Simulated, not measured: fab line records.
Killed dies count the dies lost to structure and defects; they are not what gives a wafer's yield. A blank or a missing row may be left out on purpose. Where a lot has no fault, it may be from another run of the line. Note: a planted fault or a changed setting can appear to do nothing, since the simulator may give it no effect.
fab line records ; flow nand_harc
[record] lots = 6; wafers = 18; last_day = 33
route steps=1302 shown P_M0@267 END@1302
lots with no fault: from the same line, run without faults
start_h: start of the lot's first displayed wafer, in hours after the record's first day ; wait_h: hours from the lot's prior step to this one ; " the same as in the row above ; L1.1+2: a row that stands for several wafers ; - either no value or no given start ; * or withheld: withheld ; < > ~ a bound
route shown NAME@n: a module of which the file shows steps, and the number in the route of the first ; usual: mean/standard deviation taken from wafers without a fault ; same: alike in all rows ; chamber/n: place in a boat ; sites: the reading at each site ; _std_site: the standard deviation of these ; _edge_site: mean of outer sites minus mean of inner sites ; radius_mm: how far each site lies from the wafer's centre ; mask NAME#n: copy n ; behind: tool/chamber where the wafer was last shaped ; hold: cause of the lot's hold/its duration in hours/its outcome ; device: the n, p or np transistor that did not switch ; end of line: the tests these same wafers got at the end of their route ; a step given without rows: its recipe and nothing more ; killed: the dies lost at the first sort to structure and to defects; this is not the yield of the wafer ; map: a wafer's dies, marking killed ones x, the rest . and places with no die _
set.NAME: the run value of the setting; set.NAME@STEP: its run value at that earlier step ; model.NAME: the simulator's own value behind a step, which no gauge read
certain route steps with their lots: each step a table, each wafer a row
services: the hour from which a tool's chamber was out of use, counted from the record's first day as start_h (under 0 if before that day), plus the number of hours and why
[[steps]]
[step NHARC_P_M0_ETCH_34]
[recipe] target_depth_a = 400; overetch_a = 120; time_s = 43.94; ion_energy_ev = 200; n2_flow_sccm = 150; h2_flow_sccm = 150; ar_flow_sccm = 0; rf_w = 400; bias_w = 150; chemistry = N2/H2
[step NHARC_P_M0_ETCH_15]
[recipe] target_depth_a = 1500; overetch_a = 150; time_s = 82.5; c4f8_flow_sccm = withheld; ar_flow_sccm = 400; rf_w = 600; bias_w = 300; chemistry = C4F8/Ar
[usual] bias_w = 300.0/1; oes_product_au = 0.957/0.023; rf_vpp_V = 439/3.2
lot.wafer;tool;chamber;start_h;wait_h;bias_w;oes_product_au;rf_hours_counter_h;rf_vpp_V
L895.1;rie_diel-12;3;-;-;300.9;0.967;20;443
L895.4;rie_diel-12;1;-;-;300.1;0.990;20;438
L895.6;rie_diel-12;3;-;-;301.3;0.973;-;445
L896.4;rie_diel-10;2;-;-;298.1;0.928;52;437
L896.6;rie_diel-10;2;-;-;298.5;0.914;-;436
L896.5;rie_diel-10;3;-;-;299.7;0.933;-;440
L902.2;rie_diel-10;0;-;-;301.5;0.938;14;437
L902.5;rie_diel-10;3;-;-;299.3;0.912;-;440
L902.6;rie_diel-10;0;-;-;302.0;0.946;-;437
L903.4;rie_diel-05;1;-;-;299.5;0.940;24;440
L903.1;rie_diel-05;0;-;-;300.1;0.946;20;442
L903.5;rie_diel-05;2;-;-;299.0;0.973;-;439
L904.1;rie_diel-12;1;-;-;302.0;0.933;7;436
L904.2;rie_diel-12;0;-;-;300.0;0.946;8;436
L904.5;rie_diel-12;2;-;-;299.6;0.934;-;437
L907.4;rie_diel-12;3;-;-;302.0;0.945;14;444
L907.2;rie_diel-12;0;-;-;300.4;0.947;14;437
L907.5;rie_diel-12;1;-;-;299.6;0.939;-;436
[step NHARC_P_M0_CD_MEAS_16]
[usual] cd_nm = 90.4/0.88
lot.wafer;tool;chamber;start_h;wait_h;cd_nm
L895.1;cd_sem-01;-;233.49;-;90.3
L895.4;cd_sem-01;-;233.49;-;90.4
L895.6;cd_sem-01;-;233.49;-;90.1
L896.4;cd_sem-02;-;239.10;-;92.3
L896.5;cd_sem-02;-;239.10;-;91.1
L896.6;cd_sem-02;-;239.10;-;91.4
L902.2;cd_sem-03;-;305.60;-;89.4
L902.5;cd_sem-03;-;305.60;-;90.2
L902.6;cd_sem-03;-;305.60;-;89.1
L903.1;cd_sem-02;-;305.75;-;90.4
L903.4;cd_sem-02;-;305.75;-;89.3
L903.5;cd_sem-02;-;305.75;-;90.2
L904.1;cd_sem-03;-;326.53;-;91.1
L904.2;cd_sem-03;-;326.53;-;90.8
L904.5;cd_sem-03;-;326.53;-;91.3
L907.2;cd_sem-02;-;359.20;-;91.6
L907.4;cd_sem-02;-;359.20;-;90.6
L907.5;cd_sem-02;-;359.20;-;91.1
[step NHARC_P_M0_STRIP_18]
[recipe] power_w = 1000; n2_flow_sccm = 150; h2_flow_sccm = 150; ar_flow_sccm = 0; bias_w = 0; chemistry = N2/H2
[usual] drypump_motor_current_A = 5.7/0.31; oes_product_au = 1.002/0.012; rf_vpp_V = 90.4/1; showerhead_plenum_p_Torr = 1.99/0.11; throttle_valve_pct = 14.170/0.0089
[same] bias_w = 0
lot.wafer;tool;chamber;start_h;wait_h;drypump_motor_current_A;oes_product_au;rf_hours_counter_h;rf_vpp_V;showerhead_plenum_p_Torr;throttle_valve_pct
L895.1;rie_diel-12;3;233.59;0.1;5.4;1.009;20;91.9;2.16;14.168
L895.4;rie_diel-12;0;233.59;0.1;5.6;0.991;22;89.1;1.88;14.155
L895.6;rie_diel-12;3;233.59;0.1;5.5;1.001;-;89.9;2.16;14.160
L896.4;rie_diel-12;0;239.17;0.1;5.5;1.006;23;90.3;1.88;14.160
L896.6;rie_diel-12;0;239.17;0.1;5.6;1.003;-;90.3;1.88;14.163
L896.5;rie_diel-12;1;239.17;0.1;6.1;0.990;-;90.7;1.89;14.191
L902.2;rie_diel-10;2;305.71;0.1;5.5;1.000;16;90.0;1.90;14.190
L902.5;rie_diel-10;1;305.71;0.1;5.2;1.010;-;90.4;2.13;14.167
L902.6;rie_diel-10;2;305.71;0.1;5.5;0.998;-;90.1;1.90;14.165
L903.1;rie_diel-12;3;305.82;0.1;5.5;1.002;5;91.2;2.15;14.157
L903.4;rie_diel-12;0;305.82;0.1;5.6;1.000;5;90.5;1.88;14.175
L903.5;rie_diel-12;3;305.82;0.1;5.4;1.008;-;90.8;2.15;14.162
L904.2;rie_diel-12;1;326.65;0.1;6.1;0.997;7;89.6;1.89;14.174
L904.1;rie_diel-12;2;326.65;0.1;5.9;1.010;8;89.8;1.90;14.164
L904.5;rie_diel-12;3;326.65;0.1;5.4;1.015;-;91.1;2.15;14.173
L907.4;rie_diel-12;0;359.42;0.2;5.5;1.012;14;88.9;1.87;14.168
L907.2;rie_diel-12;1;359.42;0.2;6.1;1.004;11;90.0;1.89;14.164
L907.5;rie_diel-12;0;359.42;0.2;5.6;1.014;-;88.3;1.87;14.163
[step NHARC_P_M0_STRIP_19]
[recipe] time_s = 600; temp_c = 30; chemistry = post_etch_residue_remover
[step NHARC_P_M0_DEGAS_28]
[recipe] temp_c = 250; time_s = 60
[step NHARC_P_M0_PRE_CLEAN_29]
[recipe] time_s = 30; temp_c = 280; gas = H2/He
[usual] heater_power_w = 412/33
lot.wafer;tool;chamber;start_h;wait_h;heater_power_w
L895.1;pvd_sputter-03;-;-;-;424
L895.4;pvd_sputter-03;-;-;-;448
L895.6;pvd_sputter-03;-;-;-;462
L896.4;pvd_sputter-02;-;-;-;446
L896.5;pvd_sputter-02;-;-;-;375
L896.6;pvd_sputter-02;-;-;-;372
L902.2;pvd_sputter-03;-;-;-;425
L902.6;pvd_sputter-03;-;-;-;451
L902.5;pvd_sputter-03;-;-;-;416
L903.1;pvd_sputter-01;-;-;-;357
L903.4;pvd_sputter-01;-;-;-;392
L903.5;pvd_sputter-01;-;-;-;390
L904.1;pvd_sputter-01;-;-;-;400
L904.2;pvd_sputter-01;-;-;-;359
L904.5;pvd_sputter-01;-;-;-;451
L907.4;pvd_sputter-01;-;-;-;348
L907.2;pvd_sputter-01;-;-;-;439
L907.5;pvd_sputter-01;-;-;-;351
[step NHARC_P_M0_PVD_20]
[recipe] target_thk_a = 50; bias_v = 168.6; power_w = 15000; chamber_pressure_pa = 0.12; time_s = 8.06; substrate_temp_c = 50; material = TaN
[step NHARC_P_M0_PVD_21]
[recipe] target_thk_a = 300; chamber_pressure_pa = 5; power_w = 5000; substrate_temp_c = 30; time_s = 20.49; material = Cu
[step NHARC_P_M0_ECD_22]
[recipe] target_thk_a = 4000; bath_temp_c = 25; material = Cu
[step NHARC_P_M0_ANNEAL_30]
[recipe] temp_c = 225; time_s = 90
[usual] wafer_temp_C_max = 225.96/0.27
lot.wafer;tool;chamber;start_h;wait_h;wafer_temp_C_max
L895.1;rtp_anneal-01;0;234.84;-;225.89
L895.4;rtp_anneal-01;0;234.84;-;226.09
L895.6;rtp_anneal-01;0;234.84;-;226.15
L896.4;rtp_anneal-01;0;240.60;-;226.02
L896.5;rtp_anneal-01;0;240.60;-;226.08
L896.6;rtp_anneal-01;0;240.60;-;226.23
L902.2;rtp_anneal-02;0;307.02;0.4;225.91
L902.5;rtp_anneal-02;0;307.02;0.4;225.84
L902.6;rtp_anneal-02;0;307.02;0.4;225.58
L903.1;rtp_anneal-02;0;307.28;-;225.76
L903.4;rtp_anneal-02;0;307.28;-;225.54
L903.5;rtp_anneal-02;0;307.28;-;225.74
L904.1;rtp_anneal-01;0;327.88;0.3;226.39
L904.2;rtp_anneal-01;0;327.88;0.3;226.03
L904.5;rtp_anneal-01;0;327.88;0.3;226.16
L907.2;rtp_anneal-01;0;360.72;-;226.50
L907.4;rtp_anneal-01;0;360.72;-;226.29
L907.5;rtp_anneal-01;0;360.72;-;227.03
[step NHARC_P_M0_CMP_23]
[recipe] t_overpolish_s = 20; target_thk_nm = 117.54
[usual] edge_zone_pressure_frac = 1.000/0.0052; motor_current_A = 11.4/1.1; time_to_endpoint_s = 28/3.3
lot.wafer;tool;chamber;start_h;wait_h;edge_zone_pressure_frac;motor_current_A;time_to_endpoint_s
L895.4;cmp-04;0;235.19;-;1.001;11.1;30
L895.1;cmp-04;3;235.19;-;0.999;10.1;35
L895.6;cmp-04;0;235.19;-;0.997;11.1;31
L896.4;cmp-03;2;240.87;-;0.999;10.3;27
L896.6;cmp-03;3;240.87;-;1.007;12.3;31
L896.5;cmp-03;0;240.87;-;1.007;12.3;31
L902.2;cmp-04;2;307.40;-;1.008;11.6;28
L902.5;cmp-04;3;307.40;-;1.000;10.3;30
L902.6;cmp-04;0;307.40;-;1.003;10.8;25
L903.1;cmp-03;1;307.68;-;0.997;11.2;29
L903.4;cmp-03;2;307.68;-;1.000;9.9;27
L903.5;cmp-03;0;307.68;-;0.992;12.6;29
L904.2;cmp-04;2;328.54;-;0.995;12.7;28
L904.1;cmp-04;3;328.54;-;0.997;9.7;33
L904.5;cmp-04;3;328.54;-;0.994;10.8;34
L907.2;cmp-04;0;361.04;-;1.003;10.3;25
L907.4;cmp-04;1;361.04;-;0.999;12.6;25
L907.5;cmp-04;3;361.04;-;0.992;10.5;28
[step NHARC_P_M0_THK_MEAS_24]
[recipe] thk_meas_gauge = xrf
[usual] thk_nm = 117.4/1.7
lot.wafer;tool;chamber;start_h;wait_h;thk_nm
L895.1;film_metro-01;-;235.50;-;124.7
L895.4;film_metro-01;-;235.50;-;122.3
L895.6;film_metro-01;-;235.50;-;121.7
L896.4;film_metro-01;-;241.10;-;120.5
L896.5;film_metro-01;-;241.10;-;122.5
L896.6;film_metro-01;-;241.10;-;122.4
L902.2;film_metro-02;-;307.63;-;117.3
L902.5;film_metro-02;-;307.63;-;118.3
L902.6;film_metro-02;-;307.63;-;116.0
L903.1;film_metro-02;-;307.94;-;119.5
L903.4;film_metro-02;-;307.94;-;119.9
L903.5;film_metro-02;-;307.94;-;116.8
L904.1;film_metro-02;-;328.85;-;116.7
L904.2;film_metro-02;-;328.85;-;116.3
L904.5;film_metro-02;-;328.85;-;118.2
L907.2;film_metro-02;-;361.33;-;117.9
L907.4;film_metro-02;-;361.33;-;117.1
L907.5;film_metro-02;-;361.33;-;118.2
[step NHARC_P_M0_SRD_25]
[step NHARC_END_SORT_01]
[recipe] temp_c = 25
[usual] defect_limited_yield = 91.5/2.5; killed_at_array = 52/17; killed_at_other = 1.2/1.4; killed_at_periphery = 4.7/2.9; killed_dies = 58/17; killed_open = 3.2/1.9; killed_short = 2.4/1.4; sort_bin_2_pct = 3.0/1.1; sort_bin_3_pct = 0.6/0.37; sort_bin_4_pct = 4.8/1.4; sort_n_pass = 619/17; sort_rim_yield_pct = 90/4.9; sort_yield_pct = 91.5/2.5
[same] gross_dies = 677; sort_bin_5_pct[%] = 0; sort_bin_6_pct[%] = 0; sort_bin_7_pct[%] = 0; sort_bin_8_pct[%] = 0; sort_rim_n_gross = 106.00
lot.wafer;tool;chamber;start_h;wait_h;defect_limited_yield[%];killed_at_array;killed_at_other;killed_at_periphery;killed_dies;killed_open;killed_short;sort_bin_2_pct[%];sort_bin_3_pct[%];sort_bin_4_pct[%];sort_n_pass;sort_rim_yield_pct[%];sort_yield_pct[%]
L895.1;prober-01;0;666.97;2.5;91.4;54;3;1;58;5;2;3.5;1.0;4.0;619;80;91.4
L895.4;prober-01;0;669.40;3.4;89.2;69;2;2;73;0;1;4.6;0.1;6.1;604;93;89.2
L895.6;prober-01;0;671.02;4.0;88.6;72;2;3;77;6;1;4.6;1.0;5.8;600;95;88.6
L896.4;prober-02;0;670.91;3.4;93.8;36;1;5;42;5;3;2.4;0.1;3.7;635;92;93.8
L896.5;prober-02;0;671.71;3.7;94.2;31;3;5;39;3;5;1.8;0.3;3.7;638;90;94.2
L896.6;prober-02;0;672.51;4.0;92.5;47;1;3;51;6;0;1.9;0.4;5.2;626;95;92.5
L903.1;prober-01;0;762.05;2.5;93.1;44;1;2;47;5;2;2.4;0.9;3.7;630;89;93.1
L903.4;prober-01;0;764.46;3.4;92.0;48;1;5;54;3;2;2.7;1.0;4.3;623;92;92.0
L903.5;prober-01;0;765.27;3.7;90.1;58;4;5;67;3;1;3.2;0.4;6.2;610;92;90.1
L902.2;prober-02;0;765.75;2.8;93.2;33;2;11;46;6;4;1.5;0.4;4.9;631;95;93.2
L902.5;prober-02;0;768.11;3.6;92.8;42;2;5;49;4;2;3.2;0.1;3.8;628;94;92.8
L902.6;prober-02;0;768.90;3.9;94.2;30;1;8;39;2;2;2.1;0.4;3.2;638;95;94.2
L904.1;prober-01;0;769.88;2.5;88.0;79;0;2;81;1;2;4.0;1.0;6.9;596;92;88.0
L904.2;prober-01;0;770.67;2.8;88.2;74;0;6;80;4;4;3.8;1.2;6.8;597;91;88.2
L904.5;prober-01;0;773.06;3.7;89.2;65;0;8;73;1;6;4.7;1.2;4.9;604;97;89.2
L907.2;prober-01;0;790.45;2.8;93.1;45;0;2;47;0;5;1.8;0.9;4.3;630;95;93.1
L907.4;prober-01;0;792.03;3.4;93.8;41;0;1;42;1;4;2.4;0.3;3.5;635;97;93.8
L907.5;prober-01;0;792.82;3.7;93.4;41;0;4;45;4;1;3.1;0.4;3.1;632;88;93.4
// killed by level:class
L895.1 A_CHANNEL_HOLE_D1:chamber_film_flake=25 A_SLIT:chamber_film_flake=17 THIN_TSV:chamber_film_flake=3 A_CHANNEL_FILL_D1:geometric_particle:open=2 A_STAIRCASE:chamber_film_flake=2 A_ONON_D2:geometric_particle:open=1 A_ONON_D2:geometric_particle:short=1 A_BLC:geometric_particle:short=1
L895.4 A_SLIT:chamber_film_flake=34 A_CHANNEL_HOLE_D1:chamber_film_flake=27 A_STAIRCASE:chamber_film_flake=4 P_GATE:chamber_film_flake=2 THIN_TSV:chamber_film_flake=2 A_CHANNEL_FILL_D1:geometric_particle:short=1 A_CONTACT:chamber_film_flake=1 A_DECK1_JOINT:chamber_film_flake=1
L896.4 A_CHANNEL_HOLE_D2:chamber_film_flake=14 A_CONTACT:chamber_film_flake=10 A_CHANNEL_HOLE_D1:chamber_film_flake=3 P_M0:geometric_particle:short=2 P_CONTACT:chamber_film_flake=2 A_CHANNEL_FILL_D2:chamber_film_flake=2 P_CONTACT:geometric_particle:open=1 A_CHANNEL_FILL_D1:geometric_particle:open=1
L895.6 A_SLIT:chamber_film_flake=38 A_CHANNEL_HOLE_D1:chamber_film_flake=22 A_ONON_D1:geometric_particle:open=2 A_BLC:chamber_film_flake=2 THIN_TSV:chamber_film_flake=2 P_CONTACT:geometric_particle:open=1 P_M1:geometric_particle:open=1 A_CHANNEL_FILL_D1:geometric_particle:short=1
L896.5 A_CHANNEL_HOLE_D2:chamber_film_flake=10 A_CHANNEL_HOLE_D1:chamber_film_flake=9 A_WL_FILL:chamber_film_flake=3 THIN_TSV:chamber_film_flake=3 A_ONON_D1:geometric_particle:short=2 P_GATE:geometric_particle:short=1 P_CONTACT:geometric_particle:open=1 P_M0:geometric_particle:short=1
L896.6 A_CHANNEL_HOLE_D2:chamber_film_flake=20 A_CONTACT:chamber_film_flake=8 A_CHANNEL_HOLE_D1:chamber_film_flake=4 A_SLIT:chamber_film_flake=3 A_BLC:chamber_film_flake=3 P_GATE:geometric_particle:open=2 A_M0:geometric_particle:open=2 A_STAIRCASE:chamber_film_flake=2
L903.1 A_SLIT:chamber_film_flake=17 A_CHANNEL_HOLE_D2:chamber_film_flake=6 A_STAIRCASE:chamber_film_flake=6 A_CHANNEL_HOLE_D1:chamber_film_flake=5 A_BLC:geometric_particle:open=2 A_CHANNEL_FILL_D1:chamber_film_flake=2 A_CONTACT:chamber_film_flake=2 P_M0:geometric_particle:open=1
L903.4 A_CHANNEL_HOLE_D1:chamber_film_flake=13 A_CHANNEL_HOLE_D2:chamber_film_flake=13 A_SLIT:chamber_film_flake=12 P_STI:chamber_film_flake=4 A_STAIRCASE:chamber_film_flake=3 A_CONTACT:chamber_film_flake=3 P_M1:geometric_particle:open=1 A_CHANNEL_FILL_D1:geometric_particle:open=1
L903.5 A_SLIT:chamber_film_flake=28 A_CHANNEL_HOLE_D2:chamber_film_flake=14 A_CHANNEL_HOLE_D1:chamber_film_flake=8 A_STAIRCASE:chamber_film_flake=4 THIN_TSV:chamber_film_flake=3 P_BONDPAD:chamber_film_flake=2 P_M0:geometric_particle:open=1 A_CHANNEL_FILL_D1:geometric_particle:open=1
L902.2 A_CHANNEL_HOLE_D1:chamber_film_flake=12 P_BONDPAD:chamber_film_flake=7 A_CONTACT:chamber_film_flake=6 A_SLIT:chamber_film_flake=4 A_DECK1_JOINT:chamber_film_flake=3 P_CONTACT:geometric_particle:open=2 A_WL_FILL:geometric_particle:open=2 A_STAIRCASE:chamber_film_flake=2
L902.5 A_CHANNEL_HOLE_D1:chamber_film_flake=14 A_SLIT:chamber_film_flake=7 A_CONTACT:chamber_film_flake=7 P_BONDPAD:chamber_film_flake=5 A_WL_FILL:chamber_film_flake=4 A_STAIRCASE:chamber_film_flake=2 THIN_TSV:chamber_film_flake=2 A_ONON_D1:geometric_particle:open=1
L902.6 A_CHANNEL_HOLE_D1:chamber_film_flake=10 A_CONTACT:chamber_film_flake=9 P_BONDPAD:chamber_film_flake=6 A_SLIT:chamber_film_flake=4 A_WL_FILL:chamber_film_flake=2 P_M0:geometric_particle:open=1 A_SGD_CUT:geometric_particle:short=1 A_WL_FILL:geometric_particle:short=1
L904.1 A_SLIT:chamber_film_flake=25 A_CHANNEL_HOLE_D2:chamber_film_flake=20 A_CHANNEL_HOLE_D1:chamber_film_flake=14 A_CONTACT:chamber_film_flake=7 A_BLC:chamber_film_flake=5 A_WL_FILL:chamber_film_flake=3 P_ZERO_WELL:chamber_film_flake=2 A_STAIRCASE:chamber_film_flake=2
L904.2 A_CHANNEL_HOLE_D2:chamber_film_flake=30 A_SLIT:chamber_film_flake=22 A_CONTACT:chamber_film_flake=5 A_BLC:chamber_film_flake=4 A_CHANNEL_HOLE_D1:chamber_film_flake=3 A_WL_FILL:chamber_film_flake=3 P_ZERO_WELL:chamber_film_flake=2 A_STAIRCASE:chamber_film_flake=2
L904.5 A_SLIT:chamber_film_flake=21 A_CHANNEL_HOLE_D2:chamber_film_flake=19 A_CHANNEL_HOLE_D1:chamber_film_flake=10 A_CONTACT:chamber_film_flake=7 A_STAIRCASE:chamber_film_flake=4 P_M0:geometric_particle:short=3 P_M2:chamber_film_flake=2 P_GATE:geometric_particle:short=1
L907.2 A_SLIT:chamber_film_flake=24 A_CONTACT:chamber_film_flake=9 A_CHANNEL_HOLE_D2:chamber_film_flake=5 A_DECK1_JOINT:chamber_film_flake=4 A_WL_FILL:geometric_particle:short=2 P_GATE:geometric_particle:short=1 P_CONTACT:geometric_particle:short=1 A_CHANNEL_FILL_D1:geometric_particle:short=1
L907.4 A_SLIT:chamber_film_flake=25 A_CONTACT:chamber_film_flake=6 A_CHANNEL_HOLE_D2:chamber_film_flake=4 A_CHANNEL_FILL_D1:geometric_particle:short=1 A_DECK1_JOINT:geometric_particle:short=1 A_ONON_D2:geometric_particle:short=1 A_ONON_D2:geometric_particle:open=1 A_CONTACT:geometric_particle:short=1
L907.5 A_SLIT:chamber_film_flake=19 A_CHANNEL_HOLE_D2:chamber_film_flake=9 A_STAIRCASE:chamber_film_flake=4 A_CONTACT:geometric_particle:open=3 A_CONTACT:chamber_film_flake=3 P_CONTACT:geometric_particle:open=1 P_M0:geometric_particle:short=1 P_ZERO_WELL:chamber_film_flake=1
[[services]]
tool;chamber;start_h;hours;kind
cmp-04;-;212.97;4.0;pm
rie_diel-12;0;222.95;-;clean
pvd_sputter-01;-;226.03;10.0;pm
rie_diel-05;-;231.94;9.0;pm
cmp-04;-;240.30;1.3;repair
rie_diel-10;-;244.86;9.0;pm
cmp-03;-;259.29;21.3;repair
rie_diel-12;-;268.40;9.0;pm
rie_diel-05;0;271.40;9.3;repair
pvd_sputter-03;-;280.58;1.5;repair
cmp-04;-;284.25;1.8;repair
rie_diel-10;2;287.13;5.5;repair
cmp-04;-;296.28;1.0;repair
pvd_sputter-02;-;300.23;10.0;pm
cmp-03;-;310.27;0.2;repair
cmp-04;-;310.97;4.0;pm
pvd_sputter-01;-;314.73;1.0;repair
pvd_sputter-02;-;320.66;2.5;repair
pvd_sputter-01;-;321.14;2.1;repair
pvd_sputter-01;-;329.18;1.4;repair
rie_diel-12;1;332.74;8.1;repair
cmp-04;-;344.96;1.3;repair
pvd_sputter-03;-;348.00;10.0;pm
cmp-04;-;348.87;1.3;repair
[[key]]
[first_sign] step = NHARC_P_M0_THK_MEAS_24; reading = thk_nm; direction = up; sigmas = 3; usual = 117.4; struck = 122.3
effect none on later readings
met_at NHARC_P_M0_THK_MEAS_24
struck_wafers L895.1,L895.4,L895.6,L896.4,L896.5,L896.6
[fault] kind = metrology_matching_offset; tool = film_metro-01; chamber = -; onset_h = 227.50; steps = NHARC_P_M0_THK_MEAS_24; param = thk_nm; offset = 4.1334
